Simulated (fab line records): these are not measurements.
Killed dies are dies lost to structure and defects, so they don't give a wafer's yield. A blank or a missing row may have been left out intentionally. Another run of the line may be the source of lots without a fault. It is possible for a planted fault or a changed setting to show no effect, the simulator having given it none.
fab line records	flow n5_finfet
[record] lots = 9	wafers = 27	last_day = 20
route steps=1938 shown ILD0@339 SDB@364 BEOL_M4@1111 PASSIVATION@1936
lots untouched by any fault: they come from a run of this same line in which no faults occurred
start_h: hours from the record's opening day to when the first of the lot's shown wafers began	wait_h: hours from the lot's prior step to this one	" same as the row above	L1.1+2: a row that stands for several wafers	- no value, or no start given	* or withheld: withheld	< > ~ a bound
route shown NAME@n: NAME is a module with steps in the file, n the number in the route of the first one	usual: mean and standard deviation over wafers with no fault	same: alike in all rows	chamber/n: place in a boat	sites: the reading at each site	_std_site: the standard deviation of these	_edge_site: mean of outer sites minus mean of inner sites	radius_mm: for every site, how far away it sits from the centre of the wafer	mask NAME#n: copy n	behind: the most recent tool/chamber to have shaped the wafer	hold: why the lot went on hold/how many hours it stayed there/how the hold came to an end	device: names the non-switching transistor (n, p or np)	end of line: tests of these same wafers at the route's end	where a step has no rows: the recipe by itself	killed: dies lost to structure and defects at the first sort, not the wafer's yield	map: per-die view of a wafer (x killed, . not killed, _ where there is no die)
set.NAME: the setting the step ran with; set.NAME@STEP: the setting that earlier step ran with	model.NAME: the simulator's own value behind a step, which no gauge read
the route's steps for a sample of lots (tables are steps, rows are wafers)
services: from which hour (start_h, from the record's first day; less than 0 if before it) a tool's chamber was out of use, for how many hours, and why
[[steps]]
[step N5_ILD0_THK_MEAS_04]
[usual] thk_nm = 197.2/0.91
lot.wafer	tool	chamber	start_h	wait_h	thk_nm
L562.1	film_metro-02	-	83.53	-	197.3
L562.3	"	-	"	"	196.6
L562.5	"	-	"	"	197.1
L566.1	film_metro-01	-	111.57	-	196.5
L566.3	"	-	"	"	196.2
L566.4	"	-	"	"	195.5
L567.1	film_metro-01	-	116.46	-	196.8
L567.4	"	-	"	"	197.4
L567.6	"	-	"	"	196.8
L573.2	film_metro-01	-	154.92	-	197.6
L573.4	"	-	"	"	198.7
L573.5	"	-	"	"	198.2
L574.1	film_metro-02	-	156.02	-	198.1
L574.4	"	-	"	"	195.9
L574.5	"	-	"	"	197.6
L575.1	film_metro-01	-	182.68	-	197.4
L575.4	"	-	"	"	197.9
L575.6	"	-	"	"	198.4
L576.1	film_metro-02	-	183.86	-	196.2
L576.2	"	-	"	"	196.2
L576.5	"	-	"	"	195.1
L577.1	film_metro-02	-	185.54	-	196.5
L577.3	"	-	"	"	197.2
L577.5	"	-	"	"	197.5
L581.4	film_metro-01	-	229.98	-	197.1
L581.5	"	-	"	"	198.3
L581.6	"	-	"	"	198.3
[step N5_SDB_HM_OPEN_20]
[recipe] chemistry = CH3F/O2	target = SiNx	mask_material = SOC	target_depth_a = 240	stop_on = poly-Si	over_etch_frac = 0.4	ion_energy_ev = 120	pressure_mtorr = 30	source_w = 395	bias_w = 73	Ar_flow_sccm = 150	CH3F_flow_sccm = 30	O2_flow_sccm = 20
[usual] CH3F_flow_sccm = 29.99/0.1	O2_flow_sccm = 20.00/0.062	drypump_motor_current_A = 5.8/0.43	oes_f_703_au = 0.79/0.059	oes_product_au = 0.65/0.05	rf_vpp_V = 298/4.2	showerhead_plenum_p_Torr = 2.03/0.055	throttle_valve_pct = 16.35/0.22
lot.wafer	tool	chamber	start_h	wait_h	CH3F_flow_sccm	O2_flow_sccm	drypump_motor_current_A	oes_f_703_au	oes_product_au	rf_hours_counter_h	rf_vpp_V	showerhead_plenum_p_Torr	throttle_valve_pct
L562.1	rie_diel-04	1	87.80	0.0	29.93	20.02	5.3	0.83	0.69	62	294	2.02	15.96
L562.3	"	3	"	"	29.85	20.07	6.5	0.76	0.63	153	302	2.08	16.13
L562.5	"	2	"	"	29.94	19.97	5.4	0.73	0.60	-	301	2.07	16.76
L566.1	rie_diel-06	1	115.93	0.0	-	-	-	-	-	-	-	-	-
L566.3	"	2	"	"	-	-	-	-	-	-	-	-	-
L566.4	"	0	"	"	-	-	-	-	-	-	-	-	-
L567.1	rie_diel-04	0	120.94	0.0	-	-	-	-	-	-	-	-	-
L567.4	"	2	"	"	-	-	-	-	-	-	-	-	-
L567.6	"	1	"	"	-	-	-	-	-	-	-	-	-
L573.2	rie_diel-06	1	159.28	0.0	30.04	19.98	5.7	0.84	0.68	63	304	2.03	16.32
L573.4	"	2	"	"	29.96	19.91	5.1	0.75	0.61	169	303	2.08	16.23
L573.5	"	0	"	"	29.99	19.95	5.9	0.75	0.62	-	292	1.98	16.51
L574.1	rie_diel-06	0	160.39	0.0	29.82	19.92	6.0	0.75	0.60	181	292	1.98	16.51
L574.4	"	3	"	"	29.97	19.90	5.9	0.77	0.63	139	298	2.00	16.30
L574.5	"	1	"	"	30.21	19.97	5.7	0.84	0.69	-	304	2.03	16.31
L575.1	rie_diel-01	1	187.26	0.0	30.00	20.03	5.8	0.83	0.66	89	297	2.02	16.32
L575.4	"	3	"	"	30.14	20.03	5.6	0.78	0.64	137	300	2.01	16.50
L575.6	"	3	"	"	30.06	20.07	5.6	0.78	0.64	-	300	2.01	16.49
L576.1	rie_diel-04	1	188.35	0.0	30.03	20.03	5.3	0.80	0.65	93	293	2.01	16.01
L576.2	"	0	"	"	30.01	20.06	6.4	0.94	0.76	13	298	2.13	16.18
L576.5	"	1	"	"	30.00	20.06	5.3	0.80	0.67	-	292	2.01	16.00
L577.1	rie_diel-04	2	190.52	0.0	29.98	20.01	5.4	0.72	0.59	202	299	2.06	16.81
L577.3	"	1	"	"	29.95	20.04	5.3	0.80	0.66	93	293	2.01	16.01
L577.5	"	2	"	"	30.19	19.91	5.5	0.71	0.59	-	301	2.06	16.82
L581.4	rie_diel-06	3	235.70	0.0	30.00	19.92	5.9	0.75	0.62	153	295	2.00	16.32
L581.5	"	2	"	"	29.83	20.01	5.1	0.74	0.61	-	302	2.08	16.25
L581.6	"	1	"	"	29.88	20.02	5.7	0.83	0.70	-	304	2.02	16.36
[step N5_SDB_STRIP_22]
[recipe] chemistry = N2/H2	power_w = 1000	temp_c = 250	h2_frac = 0.65	overash_fraction = 0.3	pressure_mtorr = withheld	n2_flow_sccm = 1750	h2_flow_sccm = 3250
[usual] drypump_motor_current_A = 5.94/0.19	heater_power_w = 342/35	oes_product_au = 0.714/0.0047	strip_time_to_endpoint_s = 96.1/0.35	temp_c = 250.00/0.2
lot.wafer	tool	chamber	start_h	wait_h	drypump_motor_current_A	heater_power_w	oes_product_au	rf_hours_counter_h	strip_time_to_endpoint_s	temp_c
L562.1	plasma_asher-01	1	87.88	0.1	6.24	324	0.710	90	95.8	249.99
L562.3	"	1	"	"	6.23	321	0.714	-	96.0	250.27
L562.5	"	0	"	"	5.80	313	0.714	-	95.9	249.70
L566.1	plasma_asher-01	1	116.01	0.1	6.22	317	0.731	96	111.7	249.87
L566.3	"	1	"	"	6.29	318	0.721	-	111.9	250.00
L566.4	"	0	"	"	5.86	315	0.723	-	111.9	250.31
L567.1	plasma_asher-01	1	121.02	0.1	6.22	317	0.721	97	111.9	249.90
L567.4	"	0	"	"	5.84	322	0.735	-	111.8	249.52
L567.6	"	1	"	"	6.23	323	0.728	-	112.0	249.77
L573.2	plasma_asher-02	0	159.37	0.1	5.90	343	0.722	50	96.2	249.84
L573.4	"	0	"	"	5.91	334	0.725	-	96.2	249.86
L573.5	"	1	"	"	5.77	405	0.719	-	96.7	249.97
L574.1	plasma_asher-02	0	160.47	0.1	5.93	346	0.717	50	96.1	250.24
L574.4	"	0	"	"	5.92	333	0.724	-	96.2	249.73
L574.5	"	1	"	"	5.74	393	0.710	-	95.8	249.91
L575.1	plasma_asher-02	0	187.34	0.1	5.92	338	0.708	53	96.1	249.99
L575.4	"	0	"	"	5.89	340	0.713	-	96.4	249.93
L575.6	"	0	"	"	5.93	335	0.711	-	96.1	249.99
L576.1	plasma_asher-01	0	188.43	0.1	5.82	316	0.718	109	96.3	249.76
L576.2	"	1	"	"	6.28	320	0.705	109	96.4	250.13
L576.5	"	0	"	"	5.80	316	0.716	-	96.4	249.74
L577.1	plasma_asher-02	0	190.60	0.1	5.90	345	0.705	53	96.2	250.25
L577.3	"	0	"	"	5.91	329	0.720	-	96.1	250.28
L577.5	"	0	"	"	5.92	341	0.714	-	96.1	249.98
L581.4	plasma_asher-01	1	235.82	0.1	6.27	327	0.715	-	95.8	250.05
L581.5	"	1	"	"	6.25	318	0.714	-	96.1	250.07
L581.6	"	0	"	"	5.83	320	0.714	-	96.2	249.95
[step N5_SDB_CUT_ETCH_26]
[recipe] chemistry = HBr/Cl2/O2	target = Si	target_depth_a = 1296	bt_time_s = 20	mask_material = SiNx	time_s = 51.8	ion_energy_ev = *	bias_w = *	pressure_mtorr = 10	icp_w = 800	HBr_flow_sccm = 150	Cl2_flow_sccm = 80	O2_flow_sccm = 12
[usual] drypump_motor_current_A = 6.0/0.54	oes_product_au = 1.006/0.013	throttle_valve_pct = 37.28/0.28
lot.wafer	tool	chamber	start_h	wait_h	drypump_motor_current_A	oes_product_au	rf_hours_counter_h	throttle_valve_pct
L562.1	rie_si-01	0	88.25	0.1	5.7	1.013	130	37.71
L562.3	"	2	"	"	5.5	1.028	19	37.54
L562.5	"	0	"	"	5.7	1.022	-	37.69
L566.1	rie_si-02	0	116.36	0.1	5.1	1.025	10	37.51
L566.3	"	3	"	"	5.6	0.996	92	37.25
L566.4	"	2	"	"	5.4	1.011	23	37.22
L567.1	rie_si-04	2	121.68	0.1	6.7	0.997	63	37.05
L567.4	"	3	"	"	6.1	0.994	133	36.76
L567.6	"	1	"	"	6.0	0.985	-	37.12
L573.2	rie_si-01	2	159.67	0.1	5.5	1.020	21	37.53
L573.4	"	0	"	"	5.7	1.015	131	37.72
L573.5	"	2	"	"	5.5	1.025	-	37.54
L574.1	rie_si-02	1	160.94	0.1	6.1	1.011	13	37.26
L574.4	"	2	"	"	5.4	1.006	23	37.21
L574.5	"	2	"	"	5.4	1.002	-	37.24
L575.1	rie_si-01	0	187.65	0.1	5.7	1.016	131	37.70
L575.4	"	3	"	"	6.7	1.004	175	37.32
L575.6	"	0	"	"	5.7	1.016	-	37.72
L576.1	rie_si-04	2	188.73	0.1	6.6	0.998	64	37.06
L576.2	"	0	"	"	5.8	0.996	103	36.78
L576.5	"	2	"	"	6.6	0.996	-	37.05
L577.1	rie_si-01	1	190.91	0.1	6.8	0.990	65	37.42
L577.3	"	3	"	"	6.7	1.004	175	37.34
L577.5	"	0	"	"	5.7	1.019	-	37.70
L581.4	rie_si-01	3	236.62	0.1	6.8	1.009	176	37.34
L581.5	"	0	"	"	5.7	1.007	-	37.72
L581.6	"	3	"	"	6.8	1.008	-	37.34
[step N5_BEOL_M4_RC_MEAS_101]
[usual] DIBL_N = 36.5/1.2	DIBL_P = 36.5/1.6	IOFF_N = 0.162/0.023	IOFF_P = 0.221/0.03	ION_N = 678/8	ION_P = 466/6.3	SS_N = 71.6/0.46	SS_P = 73.3/0.57	VT_N = 249.2/2.6	VT_P = -249/3.3
lot.wafer	tool	chamber	start_h	wait_h	DIBL_N[mV/V]	DIBL_P[mV/V]	IOFF_N[nA/um]	IOFF_P[nA/um]	ION_N[uA/um]	ION_P[uA/um]	SS_N[mV/dec]	SS_P[mV/dec]	VT_N[mV]	VT_P[mV]
L562.1	prober-02	0	241.66	0.0	36.6	38.9	0.186	0.239	683	467	71.1	74.4	248.0	-248
L562.3	"	0	"	"	37.0	39.9	0.209	0.253	693	470	71.8	73.7	244.0	-245
L562.5	"	0	"	"	36.9	39.0	0.191	0.232	682	470	71.4	73.8	246.5	-248
L573.2	prober-02	0	312.46	0.2	36.4	36.0	0.158	0.192	674	459	72.3	73.2	247.5	-252
L573.4	"	0	"	"	35.2	34.9	0.139	0.184	671	460	71.1	73.0	249.5	-252
L573.5	"	0	"	"	35.3	34.5	0.131	0.173	667	463	71.5	72.2	254.4	-253
L574.1	prober-02	0	320.28	0.0	35.0	36.7	0.145	0.218	684	475	71.1	73.9	249.7	-248
L574.4	"	0	"	"	35.2	35.8	0.135	0.209	681	474	71.5	73.2	251.7	-251
L574.5	"	0	"	"	36.1	37.5	0.160	0.250	686	481	71.6	73.1	249.6	-246
L576.1	prober-01	0	323.73	0.0	36.2	38.9	0.194	0.254	695	471	72.0	73.8	247.0	-246
L576.2	"	0	"	"	35.3	38.1	0.165	0.232	677	464	72.7	72.7	248.3	-248
L576.5	"	0	"	"	34.6	36.3	0.152	0.215	678	465	71.9	73.0	251.2	-247
L577.1	prober-02	0	324.15	0.0	38.8	39.4	0.225	0.302	700	475	72.1	74.0	243.9	-244
L577.3	"	0	"	"	36.4	36.0	0.173	0.244	682	471	71.6	72.6	246.0	-245
L577.5	"	0	"	"	38.4	38.4	0.204	0.288	687	479	71.8	74.0	246.0	-244
L575.1	prober-01	0	325.68	0.0	36.9	36.6	0.173	0.202	686	460	71.6	73.0	248.1	-253
L575.4	"	0	"	"	35.9	36.2	0.165	0.208	693	468	71.5	73.9	248.6	-250
L575.6	"	0	"	"	35.0	35.2	0.147	0.184	682	463	70.8	72.8	249.1	-251
L581.4	prober-02	0	367.87	0.5	38.1	38.1	0.181	0.251	678	468	72.3	74.5	248.3	-249
L581.5	"	0	"	"	37.7	36.9	0.170	0.233	691	469	72.2	74.4	249.1	-247
L581.6	"	0	"	"	39.2	38.9	0.206	0.258	690	463	72.1	73.9	245.9	-249
[step N5_PASSIVATION_PROBE_49]
[usual] defect_limited_yield = 91.2/1.3	killed_at_M0_to_M3 = 34/9.2	killed_at_M4_up = 14/5	killed_at_contacts = 13/6.7	killed_at_front_end = 39/12	killed_at_other = 4/3.3	killed_dies = 104/15	killed_on_rim = 14/3.7	killed_open = 68/12	killed_short = 34/7.5	sort_bin_5_function = 5.2/0.87	sort_bin_6_memory = 3.3/0.63	sort_n_pass = 1076/15	sort_yield_pct = 91.2/1.3
[same] gross_dies = 1180	killed_at_back_side = 0	sort_bin_4_leakage[%] = 0	sort_bin_8_speed[%] = 0
lot.wafer	tool	chamber	start_h	wait_h	defect_limited_yield[%]	killed_at_M0_to_M3	killed_at_M4_up	killed_at_contacts	killed_at_front_end	killed_at_other	killed_dies	killed_on_rim	killed_open	killed_short	sort_bin_5_function[%]	sort_bin_6_memory[%]	sort_n_pass	sort_yield_pct[%]
L566.1	prober-01	-	360.90	0.0	0	29	22	8	1102	19	1180	152	84	25	96.2	3.6	0	0
L566.3	prober-01	-	361.00	0.1	0	37	22	7	1105	9	1180	152	63	37	96.4	3.3	0	0
L566.4	prober-01	-	361.05	0.2	0	49	30	6	1088	7	1180	152	81	34	95.8	3.9	0	0
L567.1	prober-02	-	369.55	0.0	0	23	9	26	1119	3	1180	152	65	44	95.8	3.7	0	0
L567.4	prober-02	-	369.70	0.2	0	22	19	20	1119	0	1180	152	84	48	95.3	3.9	0	0
L567.6	prober-02	-	369.80	0.3	0	29	13	15	1122	1	1180	152	71	26	95.8	3.8	0	0
// killed by level:class
L566.1 SDB:area_open=1071 BEOL_M2:geometric_particle:open=11 BEOL_M4:geometric_particle:open=11 STI_FIN_REVEAL:geometric_particle:open=8 MIM_TOP_ETCH:geometric_particle:open=8 MOL_CONTACT_COAG:geometric_particle:open=7 BEOL_M1:geometric_particle:open=7 MIM_TOP_ETCH:geometric_particle:short=6
L566.3 SDB:area_open=1080 BEOL_M3:geometric_particle:open=11 BEOL_M2:geometric_particle:open=9 FIN_SAQP:geometric_particle:short=5 BEOL_M5:geometric_particle:open=5 GATE_CUT:geometric_particle:short=5 BEOL_M0_SAQP:geometric_particle:short=5 BEOL_M1:geometric_particle:open=5
L566.4 SDB:area_open=1065 BEOL_M2:geometric_particle:open=16 BEOL_M4:geometric_particle:open=12 BEOL_M3:geometric_particle:open=7 MOL_CONTACT_COAG:geometric_particle:open=5 BEOL_M0_SAQP:geometric_particle:open=5 BEOL_M0_SAQP:geometric_particle:short=5 BEOL_M1:geometric_particle:open=5
L567.1 SDB:area_open=1071 MOL_CONTACT_COAG:geometric_particle:open=19 FIN_SAQP:geometric_particle:short=14 FIN_SAQP:geometric_particle:open=9 MOL_CONTACT_COAG:geometric_particle:short=7 BEOL_M3:geometric_particle:open=5 STARTING-WAFER:geometric_particle:open=5 BEOL_M0_SAQP:geometric_particle:open=4
L567.4 SDB:area_open=1048 FIN_SAQP:geometric_particle:open=22 FIN_SAQP:geometric_particle:short=15 STI_FIN_REVEAL:geometric_particle:open=14 MOL_CONTACT_COAG:geometric_particle:open=12 MOL_CONTACT_COAG:geometric_particle:short=8 GATE_CUT:geometric_particle:short=5 BEOL_M5:geometric_particle:open=5
L567.6 SDB:area_open=1083 FIN_SAQP:geometric_particle:open=13 MOL_CONTACT_COAG:geometric_particle:open=12 BEOL_M3:geometric_particle:open=9 GATE_CUT:geometric_particle:open=6 GATE_CUT:geometric_particle:short=5 BEOL_M0_SAQP:geometric_particle:short=5 BEOL_M0_SAQP:geometric_particle:open=5
[[services]]
tool	chamber	start_h	hours	kind
rie_si-04	0	87.16	1.8	repair
rie_si-01	-	94.55	1.6	repair
rie_si-01	-	97.24	0.1	repair
rie_diel-04	1	106.06	2.9	repair
rie_si-01	3	109.37	7.2	repair
rie_diel-04	0	124.52	-	clean
rie_diel-04	0	124.52	-	consumable_replace:focus_ring
rie_diel-04	0	124.52	-	consumable_replace:showerhead
rie_diel-04	0	124.52	14.9	scheduled_down
rie_diel-04	0	124.52	14.9	vent_cycle
rie_si-02	-	135.87	4.0	pm
plasma_asher-02	-	143.29	3.5	pm
rie_diel-06	-	152.62	0.9	repair
plasma_asher-01	-	153.10	2.1	repair
rie_diel-01	0	161.28	4.4	repair
rie_si-01	-	169.46	0.3	repair
rie_si-02	0	180.52	2.4	repair
rie_diel-01	1	187.71	6.8	repair
rie_si-02	1	206.13	2.8	repair
rie_diel-06	1	214.42	9.5	repair
plasma_asher-01	-	216.33	2.8	pm
rie_diel-01	-	234.77	2.8	pm
[[key]]
[first_sign] step = N5_SDB_HM_OPEN_20	reading = tool_record	direction = missing
[effect] step = N5_SDB_STRIP_22	reading = strip_time_to_endpoint_s	direction = up	sigmas = 45	usual = *	struck = *
[effect] step = N5_PASSIVATION_PROBE_49	reading = sort_bin_5_function	direction = up	sigmas = 99+	usual = 5.2	struck = 95.9
[more_kills_born_at] N5_SDB_HM_OPEN_20@rie_diel-06 = 3216	N5_SDB_HM_OPEN_20@rie_diel-04 = 3202
met_at N5_SDB_HM_OPEN_20
struck_lots L566,L567
later_rows_left_out L566.1,L566.3,L566.4,L567.1,L567.4,L567.6
not_acting_at N5_ILD0_THK_MEAS_04,N5_SDB_CUT_ETCH_26
onset_between 87.80 115.93
[fault] kind = skipped_step_whole	tool = rie_diel-04,rie_diel-06	chamber = -	onset_h = 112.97	steps = N5_SDB_HM_OPEN_20	scope = struck_lots_only
// later_rows_left_out: the simulator's readings of these wafers behind a module that went badly wrong aren't trusted and aren't shown, but for the sort
